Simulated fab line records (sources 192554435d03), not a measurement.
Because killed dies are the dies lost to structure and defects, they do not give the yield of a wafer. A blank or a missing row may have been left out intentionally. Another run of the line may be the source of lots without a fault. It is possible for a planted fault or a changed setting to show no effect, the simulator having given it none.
Which tool did it?	flow n5 finfet	9 lots, 27 wafers sampled, at 6 steps of a route of 1938

## WHAT THE GAUGES SHOWED, per wafer
N5_BEOL_M3_INSPECT_13: inspects for defects (brightfield). Usual: raw defect count 402, standard deviation 120.
lot	measured	on	raw defect count	flag
L130	day 7 04:01	defect inspect-02	297 280 335	
L133	day 7 21:00	defect inspect-02	248 370 288	
L136	day 8 06:39	defect inspect-01	423 286 339	
L138	day 8 23:23	defect inspect-02	530 441 381	
L144	day 10 15:05	defect inspect-01	506 474 546	
L149	day 12 06:44	defect inspect-02	436 331 341	
L150	day 12 07:38	defect inspect-02	427 340 556	
L151	day 12 10:04	defect inspect-02	305 236 266	
L152	day 12 13:26	defect inspect-01	520 555 416	

N5_BEOL_M4_RC_MEAS_101. Usual: DIBL_N 36.9 mV/V, standard deviation 1.7; DIBL_P 36.7 mV/V, standard deviation 2.1; IOFF_N 0.17 nA/um, standard deviation 0.032; IOFF_P 0.22 nA/um, standard deviation 0.036; ION_N 674 uA/um, standard deviation 12; ION_P 461 uA/um, standard deviation 7; SS_N 71.7 mV/dec, standard deviation 0.6; SS_P 73.4 mV/dec, standard deviation 0.67; VT_N 249 mV, standard deviation 3.1; VT_P -250 mV, standard deviation 3.2.
lot	measured	on	DIBL_N (mV/V)	DIBL_P (mV/V)	IOFF_N (nA/um)	IOFF_P (nA/um)	ION_N (uA/um)	ION_P (uA/um)	SS_N (mV/dec)	SS_P (mV/dec)	VT_N (mV)	VT_P (mV)	flag
L130	day 8 01:31	prober-01	35.5 36.4 35.7	35.5 36.6 34.9	0.14 0.15 0.14	0.18 0.20 0.18	657 674 666	448 464 456	71.7 71.3 70.9	72.8 73.2 73.1	253 254 250	-254 -251 -251	
L133	day 8 14:13	prober-02	32.8 35.9 34.4	32.8 35.1 32.9	0.12 0.16 0.14	0.17 0.20 0.17	660 663 652	454 454 446	70.6 71.8 71.6	72.8 72.8 72.2	255 250 252	-252 -252 -251	
L136	day 9 04:58	prober-01	38.8 36.9 37.5	41.7 38.2 38.4	0.23 0.18 0.19	0.27 0.21 0.21	694 676 683	468 452 456	72.2 71.8 71.6	74.3 73.9 74.3	245 250 248	-251 -252 -254	
L138	day 9 20:14	prober-01	37.3 37.0 39.7	36.5 36.0 37.1	0.18 0.16 0.23	0.22 0.20 0.23	679 680 675	461 460 452	71.7 71.1 72.8	73.2 72.8 73.7	246 250 244	-251 -249 -251	
L144	day 11 09:52	prober-01	38.3 38.2 35.9	38.9 39.0 36.5	0.21 0.21 0.16	0.27 0.26 0.21	691 691 681	467 470 467	71.7 71.4 71.6	74.6 74.2 72.9	247 246 251	-247 -248 -250	
L149	day 12 21:56	prober-01	37.1 36.4 38.0	37.7 35.5 38.3	0.17 0.15 0.21	0.27 0.22 0.28	679 668 702	465 461 472	72.8 71.0 73.2	73.5 73.3 74.1	248 252 244	-245 -245 -245	
L150	day 13 01:27	prober-01	35.4 37.0 35.2	37.3 37.7 37.1	0.16 0.17 0.15	0.21 0.22 0.21	681 682 682	464 465 461	71.1 70.8 71.0	73.6 73.7 73.0	248 248 250	-250 -249 -249	
L151	day 13 05:11	prober-02	35.5 32.0 35.6	34.9 30.8 34.9	0.14 0.10 0.14	0.19 0.14 0.20	673 651 667	462 452 462	72.0 69.8 71.3	73.8 72.5 73.7	254 255 255	-250 -255 -251	
L152	day 13 07:12	prober-02	37.5 38.9 35.0	38.7 40.3 35.1	0.20 0.23 0.14	0.28 0.30 0.22	681 696 660	473 471 468	72.4 72.0 71.2	74.4 74.2 73.2	244 245 251	-247 -243 -249	

## EACH LOT AND THE TOOL THAT RAN IT (in order: tool; ch and the chambers of the sampled wafers; start)
lot	N5_BEOL_M3_ILD_DEP_00	N5_BEOL_M3_ETCH_64	N5_BEOL_M3_COAT_68	N5_BEOL_M3_ETCH_69
L130	pecvd-01 ch 0,1, day 7 02:59	rie diel-06 ch 1,2,3, day 7 04:11	litho track-03 ch 0, day 7 04:35	rie diel-06 ch 0,1,3, day 7 05:02
L133	pecvd-01 ch 0,1, day 7 18:08	rie diel-01 ch 0,1, day 7 21:07	litho track-05 ch 0, day 7 21:30	rie diel-03 ch 0,2,3, day 7 21:57
L136	pecvd-04 ch 0,2, day 8 05:29	rie diel-03 ch 0,2, day 8 06:46	litho track-04 ch 0, day 8 07:09	rie diel-03 ch 1,2,3, day 8 07:36
L138	pecvd-03 ch 0,2, day 8 21:53	rie diel-06 ch 1,3, day 8 23:30	litho track-03 ch 0, day 8 23:56	rie diel-03 ch 1,2, day 9 00:50
L144	pecvd-04 ch 1,2, day 10 12:58	rie diel-03 ch 0,1,3, day 10 15:12	litho track-03 ch 0, day 10 15:38	rie diel-01 ch 1,2,3, day 10 16:05
L149	pecvd-03 ch 0,1,2, day 12 03:17	rie diel-06 ch 1,2,3, day 12 06:50	litho track-03 ch 0, day 12 07:14	rie diel-03 ch 1,2,3, day 12 07:49
L150	pecvd-04 ch 0,1,2, day 12 06:27	rie diel-06 ch 0,3, day 12 07:44	litho track-03 ch 0, day 12 08:08	rie diel-01 ch 0,2,3, day 12 08:37
L151	pecvd-03 ch 1,2, day 12 08:20	rie diel-06 ch 0,1,2, day 12 10:11	litho track-05 ch 0, day 12 10:40	rie diel-06 ch 0,2, day 12 11:52
L152	pecvd-03 ch 1,2, day 12 11:52	rie diel-03 ch 1,2,3, day 12 14:25	litho track-05 ch 0, day 12 14:56	rie diel-01 ch 0,2, day 12 15:35
- N5_BEOL_M3_ILD_DEP_00: deposits SiOC from DEMS/O2, target thk 79 nm, time 15.3 s.
- N5_BEOL_M3_ETCH_64: etches SOC in N2/H2, target depth 75 nm, overetch 15 nm, time 112.5 s.
- N5_BEOL_M3_COAT_68: time 60 s, resist thk 12 nm.
- N5_BEOL_M3_ETCH_69: etches SiARC in CF4, target depth 15.6 nm, time 26 s.

## AS READ BY THE TOOLS THEMSELVES (means over the sampled wafers that have a number; for cases with no such wafer, the mark the record gives instead)
N5_BEOL_M3_ILD_DEP_00. Usual: heater power w 441 W, standard deviation 52; showerhead plenum p Torr 5.700 Torr, standard deviation 0.02; throttle valve pct 11.8 %, standard deviation 0.61.
lot	tool	heater power w (W)	showerhead plenum p Torr (Torr)	throttle valve pct (%)	flag
L130	pecvd-01	466	5.712	12.5	
L133	pecvd-01	449	5.710	12.5	
L136	pecvd-04	468	5.687	11.3	
L138	pecvd-03	431	5.706	11.6	
L144	pecvd-04	447	5.721	11.6	
L149	pecvd-03	418	5.695	11.9	
L150	pecvd-04	415	5.712	11.6	
L151	pecvd-03	426	5.692	12.2	
L152	pecvd-03	394	5.688	11.9	

N5_BEOL_M3_ETCH_64. Usual: drypump motor current A 5.6 A, standard deviation 0.36; oes product au 0.62 a.u., standard deviation 0.055; rf vpp V 524.6 V, standard deviation 2.7; showerhead plenum p Torr 2.57 Torr, standard deviation 0.094; throttle valve pct 17.7 %, standard deviation 0.34.
lot	tool	drypump motor current A (A)	oes product au (a.u.)	rf vpp V (V)	showerhead plenum p Torr (Torr)	throttle valve pct (%)	flag
L130	rie diel-06	5.5	0.65	526.1	2.60	17.7	
L133	rie diel-01	5.4	0.58	525.3	2.61	17.9	
L136	rie diel-03	5.2	0.61	521.6	2.53	17.5	
L138	rie diel-06	5.5	0.67	527.1	2.64	17.6	
L144	rie diel-03	5.7	0.60	526.7	2.67	17.8	
L149	rie diel-06	5.5	0.62	524.8	2.58	17.8	
L150	rie diel-06	5.6	0.67	523.4	2.53	17.7	
L151	rie diel-06	5.6	0.64	523.1	2.51	17.7	
L152	rie diel-03	5.7	0.64	525.1	2.58	17.7	

N5_BEOL_M3_COAT_68. Usual: heater power total W 427.3 W, standard deviation 2.1; spin speed rpm 1499.9 rpm, standard deviation 0.96.
lot	tool	heater power total W (W)	spin speed rpm (rpm)	flag
L130	litho track-03	428.7	1501.0	
L133	litho track-05	427.6	1499.3	
L136	litho track-04	426.8	1500.3	
L138	litho track-03	428.5	1500.6	
L144	litho track-03	425.1	1499.9	
L149	litho track-03	428.2	1368.1	OFF
L150	litho track-03	429.0	1366.9	OFF
L151	litho track-05	428.0	1500.1	
L152	litho track-05	426.1	1500.3	

N5_BEOL_M3_ETCH_69. Usual: drypump motor current A 5.7 A, standard deviation 0.38; etch rf on time s 25.9 s, standard deviation 0.49; oes product au 0.66 a.u., standard deviation 0.059; rf vpp V 184.1 V, standard deviation 1.3; showerhead plenum p Torr 2.15 Torr, standard deviation 0.081; throttle valve pct 15.54 %, standard deviation 0.28.
lot	tool	drypump motor current A (A)	etch rf on time s (s)	oes product au (a.u.)	rf vpp V (V)	showerhead plenum p Torr (Torr)	throttle valve pct (%)	flag
L130	rie diel-06	5.6	25.6	0.76	185.0	2.18	15.42	
L133	rie diel-03	5.4	25.7	0.65	185.3	2.17	15.50	
L136	rie diel-03	5.7	26.3	0.63	184.4	2.17	15.50	
L138	rie diel-03	5.5	26.4	0.65	184.3	2.12	15.26	
L144	rie diel-01	6.1	25.6	0.65	183.8	2.09	15.61	
L149	rie diel-03	5.7	27.5	0.70	183.7	2.16	15.38	OFF
L150	rie diel-01	5.8	27.1	0.64	182.6	2.11	15.67	
L151	rie diel-06	5.4	26.0	0.64	184.1	2.11	15.91	
L152	rie diel-01	5.5	26.0	0.60	184.7	2.14	15.78	

## THE ANSWER, worked out from the rows above alone
Rule: take the mean of a lot's wafers that have a number; if it is more than 3 standard deviations from the usual mean, the lot is off. Also off: a lot with no number at a reading for which 4 or more lots have one. Any other lot the step has rows for is counted as sound. The gauges are gone through in route order, then the tools' own readings, and for those a lot's mean is taken as printed above. The first step at which some lot is off is used, and at that step the reading that is off furthest; a lot without a number counts as furthest.
Off at N5_BEOL_M3_COAT_68 (spin speed rpm): L149, L150.
A tool fits if, at that step or a process step before it, it ran every lot that is off, and no sound lot after the first of them. One fits: litho track-03 at N5_BEOL_M3_COAT_68. Its last sound lot is L144 (day 10 15:38), its first lot that is off L149 (day 12 07:14): a fault that began between those two fits.
The tool's own readings at N5_BEOL_M3_COAT_68 bear it out: on the lots that are off they differ by more than 5 times the standard deviation of the sound lots' means. spin speed rpm reads 1367.5 rpm there against 1500.2 rpm on the sound lots.

## WHAT THE SIMULATOR HAD INSERTED
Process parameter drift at N5_BEOL_M3_COAT_68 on litho track-03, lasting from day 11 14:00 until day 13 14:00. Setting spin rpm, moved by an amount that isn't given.
Struck lots among those shown: L149, L150. The rule above found the same.
